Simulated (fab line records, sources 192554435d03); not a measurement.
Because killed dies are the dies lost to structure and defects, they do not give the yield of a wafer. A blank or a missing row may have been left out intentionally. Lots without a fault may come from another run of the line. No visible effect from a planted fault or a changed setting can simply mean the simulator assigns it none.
Matching of chambers	flow n5Finfet	rieDiel-01 running N5_BEOL_M10_DESCUM_16: 4 sister chambers
The step chemistry O2, time 7.9 s. 4 wafers are shown with their chamber, then 7 later ones without.

## WAFERS, EACH WITH ITS CHAMBER
wafer	chamber	throttleValvePct (%)
L088.2	0	20.57
L086.1	1	20.32
L090.3	2	20.68
L090.4	3	20.66

## WAFERS WITHOUT THEIR CHAMBER
wafer	throttleValvePct (%)
L090.6	20.35
L093.2	20.67
L093.3	20.36
L093.4	20.60
L094.3	20.38
L094.5	20.71
L094.6	20.60

## WHICH CHAMBER EACH ONE RAN IN
wafer	from the rows above	in truth
L090.6	1	1
L093.2	can't be placed: 2 or 3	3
L093.3	1	1
L093.4	can't be placed: 0 or 3 or 2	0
L094.3	1	1
L094.5	can't be placed: 2 or 3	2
L094.6	can't be placed: 0 or 3 or 2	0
Placed correctly: 3 of 7. Cannot be placed on the basis of these rows: 4; the candidates contain the true chamber in 4. 0 placed wrongly.
How it was worked out, from the rows above alone: a wafer's distance from a chamber is the root of the sum, over the readings, of the square of ((its reading less the chamber's mean) divided by the reading's scatter). The wafer belongs to the nearest chamber; if the next one is less than 2 further off, it can't be placed. The mean given for a chamber averages the wafers shown for that chamber. The scatter: root of mean squared gap, hidden wafer to nearest shown wafer, with one shown wafer a chamber.
